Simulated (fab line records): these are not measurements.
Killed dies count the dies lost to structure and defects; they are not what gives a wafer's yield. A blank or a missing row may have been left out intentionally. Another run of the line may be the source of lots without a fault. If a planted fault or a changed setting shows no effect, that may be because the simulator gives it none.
A struck lot beside a sound one -- flow n5_finfet -- 14 out of 1938 route steps
Sound: wafers L353.1, L353.2, L353.3. Struck: wafer L359.2 (L359.3, L359.6, from the same lot, were not struck and are left out); the cause is given at the end.
Each step with rows lists, per side, the tool, then ch with its chambers, then its first start. Under that, the readings that differ: sound wafers -- struck wafers -- difference of the means -- sigmas: that difference in standard deviations of wafers without a fault.
alike: same words and numbers on both sides, and readings whose means sit less than 2 such deviations apart. not compared: any withheld reading, any reading some wafer has no value for, any bound like >300 that may hide the same value, and any number with overlapping values for which the record gives no deviation.
Wherever a step has rows on one side only, a row that says differs or no value, or a row with sigmas, the two part there. When numbers do not overlap yet have no deviation, they are printed without sigmas and do not part them. Lack of a reading on every wafer of one side parts them only where that side has two or more wafers.

N5_BEOL_M12_OCD_MEAS_35:
  sound on ocd-02, day 10 16:43; struck on ocd-02, day 12 16:13
  alike: trench_depth_nm
then, 1 step without rows for these wafers: N5_BEOL_M12_STRIP_37 (strips in N2/H2).
N5_BEOL_M12_ETCH_38: etches SiCN in CF4/N2, target depth 68.7 nm, time 73.4 s.
  sound on rie_diel-03 ch 0,1,3, day 10 16:55; struck on rie_diel-03 ch 3, day 12 16:40
  alike: drypump_motor_current_A, oes_product_au, rf_vpp_V, showerhead_plenum_p_Torr, throttle_valve_pct
  not compared: rf_hours_counter_h
then, 3 steps without rows for these wafers: N5_BEOL_M12_PRECLEAN_39 (cleans in residue remover, time 60 s); N5_BEOL_M12_SRD_40 (time 30 s, dry time 30 s); N5_BEOL_M12_DEGAS_41 (time 60 s).
N5_BEOL_M12_PRE_CLEAN_42: time 30 s.
  sound on pvd_sputter-01, day 10 17:37; struck on pvd_sputter-02, day 12 17:25
  alike: heater_power_w
N5_BEOL_M12_SPUTTER_43: material TaN, target thk 15 nm, time 24.19 s.
  sound on pvd_sputter-01, day 10 17:39; struck on pvd_sputter-02, day 12 17:28
  alike: cathode_dc_power_W, throttle_valve_pct
then, 1 step without rows for these wafers: N5_BEOL_M12_SPUTTER_44 (material Ta, target thk 10 nm, time 16.13 s).
N5_BEOL_M12_SPUTTER_45: material Cu, target thk 80 nm, time 13.33 s.
  sound on pvd_sputter-01, day 10 17:49; struck on pvd_sputter-02, day 12 17:37
  alike: cathode_dc_power_W, chuck_gas_flow_sccm, throttle_valve_pct
then, 1 step without rows for these wafers: N5_BEOL_M12_ECD_47 (material Cu, target thk 720 nm).
N5_BEOL_M12_ANNEAL_48: time 90 s.
  sound on rtp_anneal-01 ch 0, day 10 18:11; struck on rtp_anneal-02 ch 0, day 12 17:55
reading,sound,struck,difference,sigmas
wafer_temp_C_max,226.0 225.8 225.9,226.6,+0.7,+2
  alike: anneal_temp_c
N5_BEOL_M12_CMP_49: polishes, stops on SiOC, t overpolish 20.6 s, target thk 320 nm.
  sound on cmp-01 ch 0,1,3, day 10 18:31; struck on cmp-04 ch 1, day 12 18:15
reading,sound,struck,difference,sigmas
barrier_field_endpoint_s (s),31.3 30.7 30.8,23.4,-7.5,-9
head_pressure_psi (psi),0.9998 1.0055 1.0008,1.2836,+0.2816,+99 or more
  alike: motor_current_A, overpolish_run_s, platen_rpm
N5_PASSIVATION_PROBE_49:
  sound on prober-02, day 12 01:20; struck on prober-02, day 14 06:08
reading,sound,struck,difference,sigmas
killed_at_M4_up,23 16 19,5,-14,-2
  alike: defect_limited_yield, killed_at_M0_to_M3, killed_at_contacts, killed_at_front_end, killed_at_other, killed_dies, killed_open, killed_short, sort_bin_5_function, sort_bin_6_memory, sort_bin_8_speed, sort_n_pass, sort_yield_pct

## WHERE THEY PART
At N5_BEOL_M12_ANNEAL_48 first; at N5_PASSIVATION_PROBE_49 last (within this record only).

WHY: what the simulator had put in
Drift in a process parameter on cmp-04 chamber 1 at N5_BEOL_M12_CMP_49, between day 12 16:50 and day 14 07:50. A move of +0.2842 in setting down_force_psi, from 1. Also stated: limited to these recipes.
